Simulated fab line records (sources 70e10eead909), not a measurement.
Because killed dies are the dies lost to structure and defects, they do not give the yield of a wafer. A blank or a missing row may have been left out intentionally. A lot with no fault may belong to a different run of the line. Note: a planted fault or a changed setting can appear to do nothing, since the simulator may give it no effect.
fab line records -- flow nand-harc
record lots=13, wafers=39, last-day=24
route steps=1159 shown A_STAIRCASE@733 A_SGD_CUT@753 END@1159
lots that met no fault: taken from a fault-free run of the same line
start-h: the number of hours between the record's first day and the start of the first shown wafer of the lot -- wait-h: hours elapsed since this lot's preceding step -- " repeats the value in the row above -- L1.1+2: several wafers, shown together as one row -- - no value, or no start was given -- * or withheld: withheld -- < > ~ a bound
route shown NAME@n: names a module that has steps shown in the file, with the first one's number in the route -- usual: average and standard deviation across the fault-free wafers -- same: alike in all rows -- chamber/n: place in a boat -- sites: per-site readings -- _std_site: how widely they spread, as a standard deviation -- _edge_site: mean of outer sites minus mean of inner sites -- radius-mm: how far each site lies from the wafer's centre -- mask NAME#n: copy n -- behind: the tool/chamber that last shaped the wafer -- hold: why the lot went on hold/how many hours it stayed there/how the hold came to an end -- device: the transistor (n, p or np) that didn't switch -- end of line: tests run on the same wafers once the route is complete -- step lacking rows: just its recipe -- killed: count of dies lost to structure and defects at first sort (not the wafer's yield) -- map: shows each die of a wafer: x if killed, . if not, _ if none is there
set.NAME: the run value of the setting; set.NAME@STEP: its run value at that earlier step -- model.NAME: the simulator's own value behind a step, which no gauge read
a sample of lots followed through the steps of the route, with each step as a table and each wafer as a row
services: a tool's chamber out of use, with start hour (start-h, from the record's first day; less than 0 if before it), hours out, and reason
## steps
# step NHARC_A_STAIRCASE_CMP_450
# recipe target-thk-nm=200, material=SiO2
# usual motor-current-A=12.1/1.1, pad-life-wafers=246/160, retaining-ring-pressure-frac=1.000/0.0047, slurry-filter-dp-kPa=13.48/0.13
lot.wafer,tool,chamber,start-h,wait-h,motor-current-A,pad-life-wafers,retaining-ring-pressure-frac,slurry-filter-dp-kPa
L379.4,cmp-03,0,307.83,-,12.5,252,0.999,13.66
L379.3,cmp-03,3,307.83,-,12.7,255,1.008,13.48
L379.5,cmp-03,0,307.83,-,12.8,-,1.003,13.45
L380.2,cmp-02,1,308.12,-,12.7,427,1.005,13.40
L380.4,cmp-02,3,308.12,-,10.6,429,0.995,13.63
L380.5,cmp-02,1,308.12,-,12.9,-,0.998,13.77
L381.3,cmp-03,3,308.13,-,13.4,264,1.007,13.42
L381.2,cmp-03,2,308.13,-,12.0,267,1.000,13.68
L381.6,cmp-03,0,308.13,-,13.4,-,0.996,13.55
L382.4,cmp-02,3,322.90,-,10.6,522,1.001,13.52
L382.1,cmp-02,0,322.90,-,12.5,523,1.003,13.46
L382.5,cmp-02,3,322.90,-,10.6,-,1.006,13.38
L383.1,cmp-02,2,329.68,-,11.6,0,1.003,13.30
L383.4,cmp-02,3,329.68,-,11.1,1,1.004,13.27
L383.3,cmp-02,1,329.68,-,12.4,3,1.000,13.42
L385.2,cmp-02,1,338.29,-,12.1,48,1.003,13.45
L385.6,cmp-02,1,338.29,-,12.5,-,1.007,13.43
L385.5,cmp-02,2,338.29,-,12.4,-,1.003,13.23
L389.4,cmp-02,3,357.52,-,11.0,162,1.005,13.68
L389.1,cmp-02,0,357.52,-,13.6,163,0.997,13.22
L389.3,cmp-02,2,357.52,-,11.8,165,1.006,13.50
L387.2,cmp-04,2,357.55,-,12.6,270,1.000,13.63
L387.1,cmp-04,0,357.55,-,13.6,272,0.999,13.59
L387.6,cmp-04,3,357.55,-,11.2,-,0.997,13.70
L388.3,cmp-02,3,357.83,-,10.8,174,0.993,13.49
L388.4,cmp-02,2,357.83,-,11.4,177,0.999,13.30
L388.5,cmp-02,0,357.83,-,13.4,-,0.998,13.19
L392.4,cmp-02,3,379.37,-,11.1,284,0.999,13.46
L392.2,cmp-02,0,379.37,-,12.8,285,0.993,13.57
L392.5,cmp-02,2,379.37,-,11.9,-,0.995,13.33
L397.3,cmp-03,2,418.00,-,11.9,384,1.008,13.49
L397.6,cmp-03,2,418.00,-,11.8,-,1.010,13.60
L397.5,cmp-03,3,418.00,-,14.0,-,0.993,13.37
L399.3,cmp-04,0,425.27,-,13.6,72,1.003,13.38
L399.1,cmp-04,3,425.27,-,11.1,75,1.003,13.65
L399.6,cmp-04,0,425.27,-,13.8,-,1.004,13.46
L402.2,cmp-03,2,444.01,-,11.7,535,0.991,13.56
L402.1,cmp-03,0,444.01,-,13.1,537,0.993,13.54
L402.6,cmp-03,2,444.01,-,11.3,-,0.990,13.56
# step NHARC_A_STAIRCASE_INSPECT_155
# usual raw-defect-count=358/120
lot.wafer,tool,chamber,start-h,wait-h,raw-defect-count
L379.3,defect-inspect-01,-,309.75,0.1,325
L379.4,defect-inspect-01,-,309.75,0.1,364
L379.5,defect-inspect-01,-,309.75,0.1,181
L380.2,defect-inspect-01,-,309.96,0.1,478
L380.4,defect-inspect-01,-,309.96,0.1,575
L380.5,defect-inspect-01,-,309.96,0.1,541
L381.2,defect-inspect-01,-,310.11,0.1,247
L381.3,defect-inspect-01,-,310.11,0.1,363
L381.6,defect-inspect-01,-,310.11,0.1,319
L382.1,defect-inspect-01,-,324.75,0.1,531
L382.4,defect-inspect-01,-,324.75,0.1,208
L382.5,defect-inspect-01,-,324.75,0.1,335
L383.1,defect-inspect-01,-,331.58,0.1,256
L383.3,defect-inspect-01,-,331.58,0.1,333
L383.4,defect-inspect-01,-,331.58,0.1,586
L385.2,defect-inspect-01,-,340.39,0.1,488
L385.5,defect-inspect-01,-,340.39,0.1,602
L385.6,defect-inspect-01,-,340.39,0.1,417
L389.1,defect-inspect-02,-,359.31,0.1,507
L389.3,defect-inspect-02,-,359.31,0.1,237
L389.4,defect-inspect-02,-,359.31,0.1,288
L387.1,defect-inspect-01,-,359.34,0.1,302
L387.2,defect-inspect-01,-,359.34,0.1,357
L387.6,defect-inspect-01,-,359.34,0.1,445
L388.3,defect-inspect-02,-,359.62,0.1,421
L388.4,defect-inspect-02,-,359.62,0.1,287
L388.5,defect-inspect-02,-,359.62,0.1,261
L392.2,defect-inspect-02,-,381.48,0.1,284
L392.4,defect-inspect-02,-,381.48,0.1,376
L392.5,defect-inspect-02,-,381.48,0.1,421
L397.3,defect-inspect-01,-,419.84,0.1,312
L397.5,defect-inspect-01,-,419.84,0.1,658
L397.6,defect-inspect-01,-,419.84,0.1,404
L399.1,defect-inspect-02,-,427.09,0.1,191
L399.3,defect-inspect-02,-,427.09,0.1,238
L399.6,defect-inspect-02,-,427.09,0.1,219
L402.1,defect-inspect-02,-,445.81,0.1,481
L402.2,defect-inspect-02,-,445.81,0.1,262
L402.6,defect-inspect-02,-,445.81,0.1,349
# step NHARC_A_SGD_CUT_SOFTBAKE_04
# recipe temp-c=105, time-s=55
# usual heater-power-total-W=188.46/0.13
lot.wafer,tool,chamber,start-h,wait-h,heater-power-total-W
L379.3,litho-track-04,0,310,-,188.27
L379.4,litho-track-04,0,310,-,188.32
L379.5,litho-track-04,0,310,-,188.40
L380.2,litho-track-06,0,310,-,188.37
L380.4,litho-track-06,0,310,-,188.42
L380.5,litho-track-06,0,310,-,188.32
L381.2,litho-track-06,0,310,-,188.64
L381.3,litho-track-06,0,310,-,188.53
L381.6,litho-track-06,0,310,-,188.30
L382.1,litho-track-04,0,325,-,188.59
L382.4,litho-track-04,0,325,-,188.79
L382.5,litho-track-04,0,325,-,188.31
L383.1,litho-track-01,0,331,-,188.37
L383.3,litho-track-01,0,331,-,188.33
L383.4,litho-track-01,0,331,-,188.34
L385.2,litho-track-04,0,340,-,188.27
L385.5,litho-track-04,0,340,-,188.65
L385.6,litho-track-04,0,340,-,188.71
L389.1,litho-track-06,0,359,-,188.34
L389.3,litho-track-06,0,359,-,188.44
L389.4,litho-track-06,0,359,-,188.38
L387.1,litho-track-01,0,359,-,188.60
L387.2,litho-track-01,0,359,-,188.47
L387.6,litho-track-01,0,359,-,188.23
L388.3,litho-track-04,0,359,-,188.44
L388.4,litho-track-04,0,359,-,188.38
L388.5,litho-track-04,0,359,-,188.49
L392.2,litho-track-01,0,381,-,188.42
L392.4,litho-track-01,0,381,-,188.80
L392.5,litho-track-01,0,381,-,188.37
L397.3,litho-track-06,0,420,-,181.04
L397.5,litho-track-06,0,420,-,181.19
L397.6,litho-track-06,0,420,-,181.15
L399.1,litho-track-06,0,427,-,181.16
L399.3,litho-track-06,0,427,-,181.42
L399.6,litho-track-06,0,427,-,181.07
L402.1,litho-track-04,0,446,-,188.50
L402.2,litho-track-04,0,446,-,188.72
L402.6,litho-track-04,0,446,-,188.51
# step NHARC_A_SGD_CUT_STRIP_17
# recipe o2-flow-sccm=500, ar-flow-sccm=0, bias-w=0, chemistry=O2
# usual drypump-motor-current-A=5.8/0.53, oes-product-au=0.999/0.01, rf-vpp-V=57.7/0.94, showerhead-plenum-p-Torr=3.46/0.14, throttle-valve-pct=17.036/0.0092
lot.wafer,tool,chamber,start-h,wait-h,drypump-motor-current-A,oes-product-au,rf-hours-counter-h,rf-vpp-V,showerhead-plenum-p-Torr,throttle-valve-pct
L379.3,rie-diel-03,1,-,-,5.4,0.982,9,56.9,3.40,17.045
L379.4,rie-diel-03,3,-,-,5.7,0.993,7,58.4,3.68,17.040
L379.5,rie-diel-03,2,-,-,6.3,1.003,-,58.6,3.61,17.033
L380.2,rie-diel-07,3,-,-,6.6,1.010,6,57.4,3.37,17.041
L380.4,rie-diel-07,0,-,-,5.3,1.012,5,59.1,3.63,17.035
L380.5,rie-diel-07,1,-,-,5.7,1.007,-,57.5,3.31,17.027
L381.3,rie-diel-12,1,-,-,5.2,1.015,11,57.7,3.41,17.031
L381.2,rie-diel-12,2,-,-,6.2,0.998,12,56.9,3.71,17.033
L381.6,rie-diel-12,0,-,-,5.7,0.998,-,56.3,3.32,17.026
L382.1,rie-diel-03,0,-,-,5.5,0.995,10,57.3,3.30,17.044
L382.4,rie-diel-03,1,-,-,5.4,1.004,10,57.4,3.40,17.031
L382.5,rie-diel-03,1,-,-,5.4,0.998,-,57.5,3.40,17.027
L383.4,rie-diel-07,1,-,-,5.7,1.008,7,57.2,3.31,17.032
L383.3,rie-diel-07,2,-,-,6.6,1.012,6,57.6,3.48,17.043
L383.1,rie-diel-07,3,-,-,6.6,1.005,7,58.9,3.37,17.039
L385.2,rie-diel-07,2,-,-,6.6,1.000,6,57.4,3.48,17.033
L385.6,rie-diel-07,0,-,-,5.4,1.003,-,58.2,3.62,17.052
L385.5,rie-diel-07,1,-,-,5.7,1.001,-,58.7,3.31,17.052
L389.3,rie-diel-07,3,-,-,6.6,0.998,9,57.8,3.36,17.030
L389.4,rie-diel-07,0,-,-,5.4,1.008,8,56.5,3.62,17.040
L389.1,rie-diel-07,1,-,-,5.7,1.012,9,57.3,3.31,17.030
L387.1,rie-diel-12,0,-,-,5.7,1.003,17,56.2,3.32,17.040
L387.2,rie-diel-12,3,-,-,5.0,1.004,17,57.9,3.39,17.039
L387.6,rie-diel-12,1,-,-,5.1,1.017,-,58.3,3.41,17.043
L388.4,rie-diel-12,0,-,-,5.7,1.002,17,57.7,3.32,17.047
L388.3,rie-diel-12,2,-,-,6.2,0.988,17,57.8,3.71,17.044
L388.5,rie-diel-12,3,-,-,5.0,1.001,-,58.7,3.39,17.026
L392.4,rie-diel-03,2,-,-,6.3,0.992,15,57.3,3.60,17.025
L392.2,rie-diel-03,0,-,-,5.5,0.993,15,58.6,3.30,17.047
L392.5,rie-diel-03,2,-,-,6.3,0.985,-,56.8,3.60,17.036
L397.3,rie-diel-03,3,-,-,5.7,0.996,3,58.2,3.68,17.047
L397.6,rie-diel-03,2,-,-,6.3,0.979,-,55.6,3.60,17.046
L397.5,rie-diel-03,1,-,-,5.4,0.980,-,57.8,3.40,17.049
L399.1,rie-diel-07,2,-,-,6.6,1.018,1,56.8,3.48,17.013
L399.3,rie-diel-07,1,-,-,5.7,0.989,0,57.8,3.31,17.032
L399.6,rie-diel-07,2,-,-,6.6,1.007,-,58.8,3.47,17.036
L402.2,rie-diel-07,2,-,-,6.5,1.011,2,56.9,3.47,17.050
L402.1,rie-diel-07,0,-,-,5.4,0.995,2,57.7,3.62,17.031
L402.6,rie-diel-07,3,-,-,6.6,1.010,-,57.7,3.36,17.034
# step NHARC_END_SORT_01
# recipe temp-c=25
# usual killed-at-array=28/11, killed-at-other=0.7/1.1, killed-at-periphery=2.9/2, killed-dies=32/11, killed-open=3.2/1.8, killed-short=2.0/1.4
# same gross-dies=677
lot.wafer,tool,chamber,start-h,wait-h,killed-at-array,killed-at-other,killed-at-periphery,killed-dies,killed-open,killed-short
L397.3,prober-02,0,549.54,3.1,54,0,3,57,2,1
# killed by level:class
L397.3 A_CHANNEL_HOLE_D1:chamber-film-flake=22 A_SLIT:chamber-film-flake=20 A_CONTACT:chamber-film-flake=6 A_STAIRCASE:chamber-film-flake=4 P_CONTACT:geometric-particle:open=1 P_M1:geometric-particle:open=1 A_SOURCE_PLATE:geometric-particle:short=1 P_GATE:chamber-film-flake=1
## services
tool,chamber,start-h,hours,kind
rie-diel-03,0,287.03,1.4,repair
litho-track-06,-,292.00,7.0,pm
rie-diel-12,-,295.60,0.4,repair
rie-diel-07,2,297.35,8.5,repair
rie-diel-07,0,298.81,4.6,repair
rie-diel-12,1,300.57,6.0,repair
litho-track-04,-,316.00,7.0,pm
cmp-02,-,316.36,1.3,repair
cmp-02,-,324.56,4.0,pm
rie-diel-07,0,324.68,1.6,repair
cmp-03,-,352.09,4.0,pm
cmp-02,-,358.85,3.0,repair
rie-diel-12,-,379.43,9.0,pm
rie-diel-07,0,380.67,6.1,repair
rie-diel-12,2,390.66,11.2,repair
rie-diel-03,-,392.30,9.0,pm
rie-diel-07,-,402.40,1.2,repair
rie-diel-07,-,405.20,9.0,pm
rie-diel-03,0,417.05,9.7,repair
cmp-02,-,422.56,4.0,pm
rie-diel-03,-,428.97,0.8,repair
rie-diel-12,1,435.64,4.4,repair
cmp-03,-,436.45,0.8,repair
rie-diel-03,1,442.17,2.5,repair
## key
first-sign step=NHARC_A_SGD_CUT_SOFTBAKE_04, reading=heater-power-total-W, direction=down, sigmas=54, usual=*, struck=*
effect none on later readings
met-at NHARC_A_SGD_CUT_SOFTBAKE_04
struck-lots L397,L399
tester-left-out L397,L399
not-acting-at NHARC_A_STAIRCASE_CMP_450,NHARC_A_STAIRCASE_INSPECT_155,NHARC_A_SGD_CUT_STRIP_17
fault kind=process-parameter-drift, tool=litho-track-06, chamber=-, onset-h=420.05, steps=NHARC_A_SGD_CUT_SOFTBAKE_04, channel=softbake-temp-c, offset=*, shape=step, end-h=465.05, acts-in=*, stated=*
# tester-left-out: of these lots the tester's yield and bins aren't shown, on N5 and GAA mostly nor the transistor test; their killed dies are dies lost to structure and defects alone, not to doping, threshold or leakage, so they don't give the yield
